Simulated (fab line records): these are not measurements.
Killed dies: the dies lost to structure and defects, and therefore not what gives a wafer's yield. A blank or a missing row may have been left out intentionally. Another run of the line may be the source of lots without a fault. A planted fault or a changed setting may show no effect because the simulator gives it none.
Comparing a struck lot with a sound one || flow nand-harc || 33 steps out of a route of 1159
Sound: the wafers L917.1, L917.2, L917.3. Struck: wafer L913.6 (left out: L913.1, L913.3 of the same lot, which were not struck); the cause appears at the end.
At each step with rows: each side's tool, then ch and its chambers, then its first start. Under that, the readings that differ: sound wafers || struck wafers || difference of the means || sigmas: that difference in standard deviations of wafers without a fault.
alike: words and numbers the same on both sides, and readings whose means are apart by under 2 such deviations; not compared: readings that were withheld, readings missing a value for some wafer, numbers with overlapping values and no deviation given by the record, and bounds like >300 which may hide the same value.
Wherever a step has rows on one side only, a row that says differs or no value, or a row with sigmas, the two part there. Numbers that have no deviation but don't overlap get no sigmas and don't part them. Lack of a reading on every wafer of one side parts them only where that side has two or more wafers.

first, 2 steps without rows for these wafers: NHARC_P_M1_ETCH_35 (etches the open film in N2/H2, target depth 40 nm, overetch 12 nm, time 43.94 s); NHARC_P_M1_ETCH_15 (etches the open film in C4F8/Ar, target depth 182.5 nm, time 91.2 s).
NHARC_P_M1_CD_MEAS_16:
  sound: cd-sem-01 at day 9 07:22; struck: cd-sem-03 at day 8 21:04
  alike: cd-nm
NHARC_P_M1_STRIP_18: strips in N2/H2.
  sound on rie-diel-07 ch 1,2,3, day 9 07:26; struck on rie-diel-07 ch 0, day 8 21:08
  alike: drypump-motor-current-A, oes-product-au, power-w, rf-vpp-V, showerhead-plenum-p-Torr, throttle-valve-pct
  not compared: rf-hours-counter-h
then, 4 steps without rows for these wafers: NHARC_P_M1_ETCH_28 (etches the open film in CF4/N2, target depth 30 nm, time 72.99 s); NHARC_P_M1_STRIP_19 (strips in post etch residue remover, time 600 s); NHARC_P_M1_DEGAS_29 (time 60 s); NHARC_P_M1_PRE_CLEAN_30 (time 30 s).
NHARC_P_M1_PVD_20: deposits TaN, target thk 5 nm, time 8.06 s.
  sound on pvd-sputter-01; struck on pvd-sputter-01
  alike: throttle-valve-pct
NHARC_P_M1_PVD_21: deposits Cu, target thk 30 nm, time 20.49 s.
  sound on pvd-sputter-01; struck on pvd-sputter-01
  alike: throttle-valve-pct
then, 2 steps without rows for these wafers: NHARC_P_M1_ECD_22 (material Cu, target thk 400 nm); NHARC_P_M1_ANNEAL_31 (time 90 s).
NHARC_P_M1_CMP_23: polishes, t overpolish 20 s, target thk 157.82 nm.
  sound on cmp-04 ch 1,2,3, day 9 09:14; struck on cmp-01 ch 1, day 8 22:55
  alike: motor-current-A, time-to-endpoint-s
NHARC_P_M1_THK_MEAS_24: measures by xrf.
  sound: film-metro-02 at day 9 09:31; struck: film-metro-01 at day 8 23:11
  alike: thk-nm
after that, 1 step had no rows for these wafers: NHARC_P_M1_SRD_25.
NHARC_P_M1_INSPECT_27:
  sound: defect-inspect-02 at day 9 09:41; struck: defect-inspect-02 at day 8 23:20
{"reading": "raw-defect-count", "sound": "367 322 266", "struck": 1734, "difference": "+1416", "sigmas": "+9"}
then, 1 step without rows for these wafers: NHARC_P_M1_PRE_CLEAN_32 (time 12 s).
NHARC_P_M1_DEP_33: deposits SiCN, target thk 30 nm.
  sound on pecvd-02 ch 0,1,2, day 9 09:59; struck on pecvd-04 ch 1, day 8 23:29
  alike: heater-power-w
then, 10 steps without rows for these wafers: NHARC_P_M2_DEP_00 (deposits SiOC, target thk 182.5 nm); NHARC_P_M2_DEHYDRATE_01 (time 120 s); NHARC_P_M2_HMDS_02 (time 30 s); NHARC_P_M2_COAT_34 (time 65 s); NHARC_P_M2_COAT_03 (resist thk 90 nm); NHARC_P_M2_SOFTBAKE_04 (time 55 s); NHARC_P_M2_EBR_05; NHARC_P_M2_EXPOSE_06 (exposes mask P M2, target cd 170 nm); NHARC_P_M2_PEB_07 (peb time 65 s); NHARC_P_M2_DEVELOP_08 (develop time 35 s).
NHARC_P_M2_CD_MEAS_09 targets a cd of 170 nm.
  sound on cd-sem-03 ch 0, day 9 11:14; struck on cd-sem-03 ch 0, day 9 00:44
  alike: cd-nm
NHARC_P_M2_OVL_MEAS_10: pitch 340 nm.
  sound: overlay-02 at day 9 11:20; struck: overlay-01 at day 9 00:49
  alike: overlay-x-nm, overlay-y-nm
NHARC_P_M2_INSPECT_11:
  sound: defect-inspect-01 at day 9 11:22; struck: defect-inspect-01 at day 9 00:51
{"reading": "raw-defect-count", "sound": "5 2 5", "struck": 1389, "difference": "+1385", "sigmas": "+99 or more"}
NHARC_P_M2_DESCUM_14: chemistry O2, time 3 s.
  sound on rie-diel-06 ch 0,2,3, day 9 11:26; struck on rie-diel-06 ch 0, day 9 00:55
  alike: drypump-motor-current-A, oes-product-au, rf-vpp-V, showerhead-plenum-p-Torr, throttle-valve-pct
  not compared: rf-hours-counter-h
-- record jumps: 13 days between struck wafers' starts before vs after; left off in module P_M2, resumes in module END, first step shown is number 1159 of the route --
NHARC_END_SORT_01:
  sound on prober-02 ch 0, day 23 12:25; struck on prober-02 ch 0, day 22 09:50
{"reading": "defect-limited-yield (%)", "sound": "95.7 95.0 93.4", "struck": 12.7, "difference": -82.0, "sigmas": -55}
{"reading": "killed-at-periphery", "sound": "1 2 1", "struck": 570, "difference": "+569", "sigmas": "+99 or more"}
{"reading": "killed-dies", "sound": "29 34 45", "struck": 591, "difference": "+555", "sigmas": "+56"}
{"reading": "sort_bin_2_pct (%)", "sound": "1.3 2.2 1.9", "struck": 40.3, "difference": "+38.5", "sigmas": "+64"}
{"reading": "sort_bin_3_pct (%)", "sound": "0.30 0.30 0.74", "struck": 9.90, "difference": "+9.45", "sigmas": "+41"}
{"reading": "sort_bin_4_pct (%)", "sound": "2.7 2.5 4.0", "struck": 37.1, "difference": "+34.0", "sigmas": "+35"}
{"reading": "sort-n-pass", "sound": "648 643 632", "struck": 86, "difference": -555, "sigmas": -56}
{"reading": "sort-rim-yield-pct (%)", "sound": "92 97 92", "struck": 15, "difference": -79, "sigmas": -25}
{"reading": "sort-yield-pct (%)", "sound": "95.7 95.0 93.4", "struck": 12.7, "difference": -82.0, "sigmas": -55}
  alike: killed-at-array, killed-at-other, killed-open, killed-short

WHERE THEY PART
Last at NHARC_END_SORT_01 as far as this record goes, first at NHARC_P_M1_INSPECT_27.

WHY: what the simulator had put in
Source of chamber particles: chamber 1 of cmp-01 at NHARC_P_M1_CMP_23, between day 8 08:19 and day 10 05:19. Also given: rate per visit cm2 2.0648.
